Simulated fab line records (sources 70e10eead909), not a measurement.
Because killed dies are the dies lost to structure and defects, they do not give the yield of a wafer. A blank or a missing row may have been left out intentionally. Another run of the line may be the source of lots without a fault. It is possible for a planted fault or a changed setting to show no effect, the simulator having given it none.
Struck lot and sound lot, side by side :: flow nand-harc :: 27 out of 1159 route steps
Sound: these wafers, L604.2, L604.3, L604.4. Wafers struck: L601.1, L601.4, L601.6. At the end, the cause is stated.
For every step that has rows: the tool of each side, followed by ch and its chambers, followed by its first start. Under that, the readings that differ: sound wafers :: struck wafers :: difference of the means :: sigmas: that difference in standard deviations of wafers without a fault.
alike: same words and numbers on both sides, and readings whose means sit less than 2 such deviations apart. not compared: any withheld reading, any reading some wafer has no value for, any bound like >300 that may hide the same value, and any number with overlapping values for which the record gives no deviation.
Wherever a step has rows on one side only, a row that says differs or no value, or a row with sigmas, the two part there. When numbers do not overlap yet have no deviation, they are printed without sigmas and do not part them. A reading missing from all wafers of one side parts the sides only when that side holds two or more wafers.

first, 3 steps without rows for these wafers: NHARC_P_GATE_EXPOSE_08 (exposes mask P HV); NHARC_P_GATE_PEB_09 (peb time 85 s); NHARC_P_GATE_DEVELOP_10 (time 70 s).
NHARC_P_GATE_CD_MEAS_11 targets a cd of 1640 nm.
  sound on cd-sem-01 ch 0, day 7 16:14; struck on cd-sem-03 ch 0, day 7 01:41
  alike: cd-nm
then, 1 step without rows for these wafers: NHARC_P_GATE_HARDBAKE_12 (time 80 s).
NHARC_P_GATE_DESCUM_13: chemistry O2, time 3 s.
  sound on rie-diel-02 ch 0,1,2, day 7 16:23; struck on rie-diel-10 ch 0,2, day 7 01:50
  alike: drypump-motor-current-A, oes-product-au, rf-vpp-V, showerhead-plenum-p-Torr, throttle-valve-pct
  not compared: rf-hours-counter-h
then, 6 steps without rows for these wafers: NHARC_P_GATE_ETCH_14 (etches SiO2 in dHF, target depth 48.8 nm); NHARC_P_GATE_STRIP_15 (strips in SPM, time 780 s); NHARC_P_GATE_PRECLEAN_71 (cleans in SC1); NHARC_P_GATE_SRD_72; NHARC_P_GATE_OXIDE_16 (material SiO2, target thk 3 nm, ox time 392 s); NHARC_P_GATE_CVD_17 (deposits poly-Si, target thk 150 nm, time 900 s).
NHARC_P_GATE_HM_DEP_102: deposits aC, target thk 120 nm.
  sound on acl-dep-03 ch 0, day 8 06:27; struck on acl-dep-02 ch 0, day 7 16:40
  alike: throttle-valve-pct
NHARC_P_GATE_DEP_103: deposits SiON, target thk 30 nm.
  sound on pecvd-02 ch 1,2, day 8 07:00; struck on pecvd-01 ch 0,2, day 7 17:22
  alike: heater-power-w
then, 8 steps without rows for these wafers: NHARC_P_GATE_DEHYDRATE_18 (time 120 s); NHARC_P_GATE_HMDS_19 (time 30 s); NHARC_P_GATE_COAT_20 (resist thk 90 nm); NHARC_P_GATE_SOFTBAKE_21 (time 55 s); NHARC_P_GATE_EBR_22; NHARC_P_GATE_EXPOSE_23 (exposes mask P GATE, target cd 120 nm); NHARC_P_GATE_PEB_24 (peb time 65 s); NHARC_P_GATE_DEVELOP_25 (develop time 35 s).
NHARC_P_GATE_CD_MEAS_26 targets a cd of 120 nm.
  sound on cd-sem-02 ch 0, day 8 07:41; struck on cd-sem-01 ch 0, day 7 18:01
  alike: cd-nm
NHARC_P_GATE_OVL_MEAS_27:
  struck on overlay-02, day 7 18:07; sound on overlay-01, day 8 07:46
  alike: overlay-x-nm, overlay-y-nm
NHARC_P_GATE_INSPECT_28:
  struck on defect-inspect-01, day 7 18:08; sound on defect-inspect-02, day 8 07:48
reading: raw-defect-count
sound: 1 3 4
struck: 21 22 12
difference: +16
sigmas: +5
NHARC_P_GATE_DESCUM_31: chemistry O2, time 3 s.
  sound on rie-diel-10 ch 1,2,3, day 8 07:52; struck on rie-diel-10 ch 0,2,3, day 7 18:12
  alike: drypump-motor-current-A, oes-product-au, rf-vpp-V, showerhead-plenum-p-Torr, throttle-valve-pct
  not compared: rf-hours-counter-h
-- break in the record here, with 15 days between the starts of the struck wafers on either side (left off in module P_GATE, picked up again in module END, where the first step shown is number 1159 on the route) --
NHARC_END_SORT_01:
  sound on prober-01 ch 0, day 22 04:57; struck on prober-02 ch 0, day 22 18:19
reading: killed-at-periphery
sound: 2 9 4
struck: 13 19 8
difference: +8
sigmas: +4
  alike: killed-at-array, killed-at-other, killed-dies, killed-open, killed-short

## WHERE THEY PART
At NHARC_P_GATE_INSPECT_28 first; at NHARC_END_SORT_01 last (within this record only).

WHY: the cause the simulator had injected
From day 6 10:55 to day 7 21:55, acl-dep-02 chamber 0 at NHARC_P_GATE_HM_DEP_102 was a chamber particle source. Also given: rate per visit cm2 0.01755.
